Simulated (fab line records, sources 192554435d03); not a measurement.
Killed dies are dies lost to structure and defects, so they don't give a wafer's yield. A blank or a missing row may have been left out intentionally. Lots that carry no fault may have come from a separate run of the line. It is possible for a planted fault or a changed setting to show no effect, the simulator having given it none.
The tool behind it: which one? :: flow n5Finfet :: 12 lots, 36 wafers sampled, at 4 steps of a route of 1938

WHAT THE GAUGES SHOWED, per wafer
The record holds no reading of a measuring or inspecting step that can be judged against a usual standard deviation.

TOOL THAT RAN EACH LOT (tool first, then ch and the chambers of the sampled wafers, then the start)
lot: L575
N5_BEOL_M15_ECD_47: ecdCu-02 ch 0,1, day 10 22:55
N5_MIM_TOP_ETCH_STRIP_01: rieDiel-02 ch 0,2,3, day 11 02:59
N5_PASSIVATION_SPUTTER_20: pvdSputter-03, day 11 08:06
N5_PASSIVATION_PROBE_49: prober-02, day 11 14:45

lot: L576
N5_BEOL_M15_ECD_47: ecdCu-01 ch 0,1, day 11 20:45
N5_MIM_TOP_ETCH_STRIP_01: rieDiel-06 ch 1,3, day 12 00:35
N5_PASSIVATION_SPUTTER_20: pvdSputter-02, day 12 07:43
N5_PASSIVATION_PROBE_49: prober-02, day 12 14:17

lot: L580
N5_BEOL_M15_ECD_47: ecdCu-02 ch 0,1, day 12 18:13
N5_MIM_TOP_ETCH_STRIP_01: rieDiel-06 ch 0,1,2, day 13 01:09
N5_PASSIVATION_SPUTTER_20: pvdSputter-02, day 13 05:05
N5_PASSIVATION_PROBE_49: prober-01, day 13 10:51

lot: L582
N5_BEOL_M15_ECD_47: ecdCu-02 ch 0,1, day 13 01:32
N5_MIM_TOP_ETCH_STRIP_01: rieDiel-05 ch 0,1,3, day 13 07:04
N5_PASSIVATION_SPUTTER_20: pvdSputter-01, day 13 11:46
N5_PASSIVATION_PROBE_49: prober-01, day 13 17:45

lot: L581
N5_BEOL_M15_ECD_47: ecdCu-01 ch 0,1, day 13 01:38
N5_MIM_TOP_ETCH_STRIP_01: rieDiel-02 ch 0,2,3, day 13 09:27
N5_PASSIVATION_SPUTTER_20: pvdSputter-03, day 13 12:24
N5_PASSIVATION_PROBE_49: prober-02, day 13 18:21

lot: L583
N5_BEOL_M15_ECD_47: ecdCu-02 ch 0,1, day 13 02:40
N5_MIM_TOP_ETCH_STRIP_01: rieDiel-06 ch 0,2, day 13 09:35
N5_PASSIVATION_SPUTTER_20: pvdSputter-01, day 13 12:47
N5_PASSIVATION_PROBE_49: prober-01, day 13 19:41

lot: L584
N5_BEOL_M15_ECD_47: ecdCu-02 ch 0,1, day 13 09:07
N5_MIM_TOP_ETCH_STRIP_01: rieDiel-06 ch 0,3, day 13 13:41
N5_PASSIVATION_SPUTTER_20: pvdSputter-01, day 13 16:51
N5_PASSIVATION_PROBE_49: prober-01, day 13 23:02

lot: L586
N5_BEOL_M15_ECD_47: ecdCu-01 ch 0, day 14 02:39
N5_MIM_TOP_ETCH_STRIP_01: rieDiel-06 ch 1,3, day 14 07:28
N5_PASSIVATION_SPUTTER_20: pvdSputter-02, day 14 10:53
N5_PASSIVATION_PROBE_49: prober-02, day 14 16:27

lot: L587
N5_BEOL_M15_ECD_47: ecdCu-02 ch 0,1, day 14 03:09
N5_MIM_TOP_ETCH_STRIP_01: rieDiel-06 ch 1,2,3, day 14 10:47
N5_PASSIVATION_SPUTTER_20: pvdSputter-02, day 14 14:29
N5_PASSIVATION_PROBE_49: prober-02, day 14 22:25

lot: L590
N5_BEOL_M15_ECD_47: ecdCu-01 ch 0,1, day 15 12:28
N5_MIM_TOP_ETCH_STRIP_01: rieDiel-05 ch 1,3, day 15 17:31
N5_PASSIVATION_SPUTTER_20: pvdSputter-01, day 15 22:51
N5_PASSIVATION_PROBE_49: prober-01, day 16 04:42

lot: L595
N5_BEOL_M15_ECD_47: ecdCu-02 ch 0,1, day 16 14:28
N5_MIM_TOP_ETCH_STRIP_01: rieDiel-02 ch 0,1,3, day 16 19:31
N5_PASSIVATION_SPUTTER_20: pvdSputter-03, day 17 01:58
N5_PASSIVATION_PROBE_49: prober-01, day 17 08:04

lot: L598
N5_BEOL_M15_ECD_47: ecdCu-02 ch 0,1, day 17 16:02
N5_MIM_TOP_ETCH_STRIP_01: rieDiel-02 ch 1,2,3, day 17 22:43
N5_PASSIVATION_SPUTTER_20: pvdSputter-03, day 18 03:38
N5_PASSIVATION_PROBE_49: prober-01, day 18 09:10
- N5_BEOL_M15_ECD_47: material Cu, target thk 1860 nm.
- N5_MIM_TOP_ETCH_STRIP_01: strips in O2.
- N5_PASSIVATION_SPUTTER_20: material TaN, target thk 50 nm.
- N5_PASSIVATION_PROBE_49

AS READ BY THE TOOLS THEMSELVES (means over the sampled wafers that have a number; for cases with no such wafer, the mark the record gives instead)
N5_MIM_TOP_ETCH_STRIP_01. Usual: drypumpMotorCurrentA 5.5 A, standard deviation 0.41; oesProductAu 0.80 a.u., standard deviation 0.077; rfVppV 3.8 V, standard deviation 1.4; showerheadPlenumPTorr 2.09 Torr, standard deviation 0.087; throttleValvePct 16.57 %, standard deviation 0.18.
lot: L575
tool: rieDiel-02
drypumpMotorCurrentA (A): 5.5
oesProductAu (a.u.): 0.73
rfVppV (V): 4.9
showerheadPlenumPTorr (Torr): 2.11
throttleValvePct (%): 16.72
flag: 

lot: L576
tool: rieDiel-06
drypumpMotorCurrentA (A): 5.1
oesProductAu (a.u.): 0.91
rfVppV (V): 4.1
showerheadPlenumPTorr (Torr): 2.01
throttleValvePct (%): 16.39
flag: 

lot: L580
tool: rieDiel-06
drypumpMotorCurrentA (A): 5.2
oesProductAu (a.u.): 0.88
rfVppV (V): 4.0
showerheadPlenumPTorr (Torr): 2.13
throttleValvePct (%): 16.49
flag: 

lot: L582
tool: rieDiel-05
drypumpMotorCurrentA (A): 5.7
oesProductAu (a.u.): 0.81
rfVppV (V): 4.3
showerheadPlenumPTorr (Torr): 2.13
throttleValvePct (%): 16.66
flag: 

lot: L581
tool: rieDiel-02
drypumpMotorCurrentA (A): 5.5
oesProductAu (a.u.): 0.71
rfVppV (V): 5.0
showerheadPlenumPTorr (Torr): 2.10
throttleValvePct (%): 16.77
flag: 

lot: L583
tool: rieDiel-06
drypumpMotorCurrentA (A): 5.6
oesProductAu (a.u.): 0.84
rfVppV (V): 3.6
showerheadPlenumPTorr (Torr): 2.15
throttleValvePct (%): 16.48
flag: 

lot: L584
tool: rieDiel-06
drypumpMotorCurrentA (A): 5.7
oesProductAu (a.u.): 0.85
rfVppV (V): 4.0
showerheadPlenumPTorr (Torr): 2.05
throttleValvePct (%): 16.35
flag: 

lot: L586
tool: rieDiel-06
drypumpMotorCurrentA (A): 5.5
oesProductAu (a.u.): 0.82
rfVppV (V): 3.6
showerheadPlenumPTorr (Torr): 1.97
throttleValvePct (%): 16.44
flag: 

lot: L587
tool: rieDiel-06
drypumpMotorCurrentA (A): 5.3
oesProductAu (a.u.): 0.82
rfVppV (V): 5.4
showerheadPlenumPTorr (Torr): 2.07
throttleValvePct (%): 16.52
flag: 

lot: L590
tool: rieDiel-05
drypumpMotorCurrentA (A): 5.4
oesProductAu (a.u.): 0.79
rfVppV (V): 2.7
showerheadPlenumPTorr (Torr): 2.12
throttleValvePct (%): 16.70
flag: 

lot: L595
tool: rieDiel-02
drypumpMotorCurrentA (A): 5.5
oesProductAu (a.u.): 0.71
rfVppV (V): 3.7
showerheadPlenumPTorr (Torr): 2.07
throttleValvePct (%): 16.68
flag: 

lot: L598
tool: rieDiel-02
drypumpMotorCurrentA (A): 5.8
oesProductAu (a.u.): 0.78
rfVppV (V): 6.2
showerheadPlenumPTorr (Torr): 2.05
throttleValvePct (%): 16.51
flag: 

N5_PASSIVATION_SPUTTER_20. Usual: throttleValvePct reads 29.6 % (standard deviation 1).
lot: L575
tool: pvdSputter-03
throttleValvePct (%): 30.1
flag: 

lot: L576
tool: pvdSputter-02
throttleValvePct (%): 29.0
flag: 

lot: L580
tool: pvdSputter-02
throttleValvePct (%): 29.8
flag: 

lot: L582
tool: pvdSputter-01
throttleValvePct (%): 29.8
flag: 

lot: L581
tool: pvdSputter-03
throttleValvePct (%): 29.3
flag: 

lot: L583
tool: pvdSputter-01
throttleValvePct (%): 29.2
flag: 

lot: L584
tool: pvdSputter-01
throttleValvePct (%): 30.3
flag: 

lot: L586
tool: pvdSputter-02
throttleValvePct (%): 30.0
flag: 

lot: L587
tool: pvdSputter-02
throttleValvePct (%): 29.8
flag: 

lot: L590
tool: pvdSputter-01
throttleValvePct (%): 30.0
flag: 

lot: L595
tool: pvdSputter-03
throttleValvePct (%): 29.3
flag: 

lot: L598
tool: pvdSputter-03
throttleValvePct (%): 29.3
flag: 

N5_PASSIVATION_PROBE_49. Usual: defectLimitedYield 91.4 %, standard deviation 1.6; killed_at_M0_to_M3 31, standard deviation 11; killed_at_M4_up 14, standard deviation 5.7; killedAtContacts 12, standard deviation 6; killedAtFrontEnd 41, standard deviation 13; killedAtOther 3.3, standard deviation 2.8; killedDies 101, standard deviation 19; killedOnRim 13, standard deviation 3.9; killedOpen 67, standard deviation 14; killedShort 33, standard deviation 8.2; sort_bin_5_function 5.0 %, standard deviation 1.1; sort_bin_6_memory 3.3 %, standard deviation 0.74; sortNPass 1078, standard deviation 20; sortYieldPct 91.3 %, standard deviation 1.7.
lot: L575
tool: prober-02
defectLimitedYield (%): 93.2
killed_at_M0_to_M3: 19
killed_at_M4_up: 11
killedAtContacts: 3
killedAtFrontEnd: 45
killedAtOther: 2.0
killedDies: 81
killedOnRim: 10
killedOpen: 50
killedShort: 27
sort_bin_5_function (%): 4.0
sort_bin_6_memory (%): 2.3
sortNPass: 1099
sortYieldPct (%): 93.2
flag: 

lot: L576
tool: prober-02
defectLimitedYield (%): 90.7
killed_at_M0_to_M3: 33
killed_at_M4_up: 17
killedAtContacts: 13
killedAtFrontEnd: 40
killedAtOther: 5.3
killedDies: 109
killedOnRim: 16
killedOpen: 71
killedShort: 37
sort_bin_5_function (%): 5.4
sort_bin_6_memory (%): 3.6
sortNPass: 1071
sortYieldPct (%): 90.7
flag: 

lot: L580
tool: prober-01
defectLimitedYield (%): 90.9
killed_at_M0_to_M3: 39
killed_at_M4_up: 11
killedAtContacts: 10
killedAtFrontEnd: 47
killedAtOther: 0.3
killedDies: 107
killedOnRim: 14
killedOpen: 71
killedShort: 36
sort_bin_5_function (%): 5.1
sort_bin_6_memory (%): 3.7
sortNPass: 1073
sortYieldPct (%): 90.9
flag: 

lot: L582
tool: prober-01
defectLimitedYield (%): 89.9
killed_at_M0_to_M3: 29
killed_at_M4_up: 16
killedAtContacts: 14
killedAtFrontEnd: 57
killedAtOther: 2.7
killedDies: 119
killedOnRim: 13
killedOpen: 81
killedShort: 36
sort_bin_5_function (%): 5.9
sort_bin_6_memory (%): 3.8
sortNPass: 1061
sortYieldPct (%): 89.9
flag: 

lot: L581
tool: prober-02
defectLimitedYield (%): 92.6
killed_at_M0_to_M3: 28
killed_at_M4_up: 7
killedAtContacts: 13
killedAtFrontEnd: 40
killedAtOther: 0.3
killedDies: 88
killedOnRim: 14
killedOpen: 54
killedShort: 33
sort_bin_5_function (%): 4.1
sort_bin_6_memory (%): 3.0
sortNPass: 1092
sortYieldPct (%): 92.6
flag: 

lot: L583
tool: prober-01
defectLimitedYield (%): 89.5
killed_at_M0_to_M3: 48
killed_at_M4_up: 11
killedAtContacts: 24
killedAtFrontEnd: 37
killedAtOther: 3.0
killedDies: 124
killedOnRim: 18
killedOpen: 83
killedShort: 37
sort_bin_5_function (%): 6.8
sort_bin_6_memory (%): 3.4
sortNPass: 1056
sortYieldPct (%): 89.5
flag: 

lot: L584
tool: prober-01
defectLimitedYield (%): 93.4
killed_at_M0_to_M3: 19
killed_at_M4_up: 14
killedAtContacts: 10
killedAtFrontEnd: 30
killedAtOther: 3.7
killedDies: 78
killedOnRim: 8
killedOpen: 49
killedShort: 24
sort_bin_5_function (%): 4.1
sort_bin_6_memory (%): 2.4
sortNPass: 1102
sortYieldPct (%): 93.4
flag: 

lot: L586
tool: prober-02
defectLimitedYield (%): 90.3
killed_at_M0_to_M3: 46
killed_at_M4_up: 17
killedAtContacts: 18
killedAtFrontEnd: 27
killedAtOther: 6.3
killedDies: 114
killedOnRim: 19
killedOpen: 78
killedShort: 34
sort_bin_5_function (%): 5.8
sort_bin_6_memory (%): 3.6
sortNPass: 1066
sortYieldPct (%): 90.3
flag: 

lot: L587
tool: prober-02
defectLimitedYield (%): 91.4
killed_at_M0_to_M3: 43
killed_at_M4_up: 11
killedAtContacts: 5
killedAtFrontEnd: 40
killedAtOther: 2.3
killedDies: 102
killedOnRim: 15
killedOpen: 64
killedShort: 37
sort_bin_5_function (%): 5.0
sort_bin_6_memory (%): 3.2
sortNPass: 1078
sortYieldPct (%): 91.4
flag: 

lot: L590
tool: prober-01
defectLimitedYield (%): 93.3
killed_at_M0_to_M3: 21
killed_at_M4_up: 11
killedAtContacts: 6
killedAtFrontEnd: 39
killedAtOther: 1.7
killedDies: 79
killedOnRim: 10
killedOpen: 56
killedShort: 22
sort_bin_5_function (%): 3.7
sort_bin_6_memory (%): 2.9
sortNPass: 1101
sortYieldPct (%): 93.3
flag: 

lot: L595
tool: prober-01
defectLimitedYield (%): 64.8
killed_at_M0_to_M3: 25
killed_at_M4_up: 329
killedAtContacts: 16
killedAtFrontEnd: 42
killedAtOther: 3.7
killedDies: 416
killedOnRim: 56
killedOpen: 66
killedShort: 30
sort_bin_5_function (%): 21.3
sort_bin_6_memory (%): 11.9
sortNPass: 764
sortYieldPct (%): 64.8
flag: OFF

lot: L598
tool: prober-01
defectLimitedYield (%): 64.3
killed_at_M0_to_M3: 29
killed_at_M4_up: 341
killedAtContacts: 9
killedAtFrontEnd: 37
killedAtOther: 4.0
killedDies: 421
killedOnRim: 62
killedOpen: 58
killedShort: 34
sort_bin_5_function (%): 21.4
sort_bin_6_memory (%): 12.0
sortNPass: 759
sortYieldPct (%): 64.3
flag: OFF

THE ANSWER, worked out from the rows above alone
Rule: a lot is off if the mean of its wafers that have a number lies more than 3 standard deviations from the usual mean. A lot without any number at a reading at which 4 lots or more have one is off too. Where the step has rows for the other lots, those lots are counted as sound. After the gauges, taken in route order, come the tools' own readings; for these a lot's mean is taken, as printed above. At the first step where some lot is off, the reading lying furthest off is the one used; lots without a number count as furthest.
Off: L595, L598 (N5_PASSIVATION_PROBE_49, killed_at_M4_up).
If a tool, at that step or one of the process steps before it, ran each lot that is off and ran no sound lot following the first of them, it fits. Can't be told from this: 4 tools fit, ecdCu-02 at N5_BEOL_M15_ECD_47, rieDiel-02 at N5_MIM_TOP_ETCH_STRIP_01, pvdSputter-03 at N5_PASSIVATION_SPUTTER_20, prober-01 at N5_PASSIVATION_PROBE_49.

WHAT WAS PUT IN BY THE SIMULATOR
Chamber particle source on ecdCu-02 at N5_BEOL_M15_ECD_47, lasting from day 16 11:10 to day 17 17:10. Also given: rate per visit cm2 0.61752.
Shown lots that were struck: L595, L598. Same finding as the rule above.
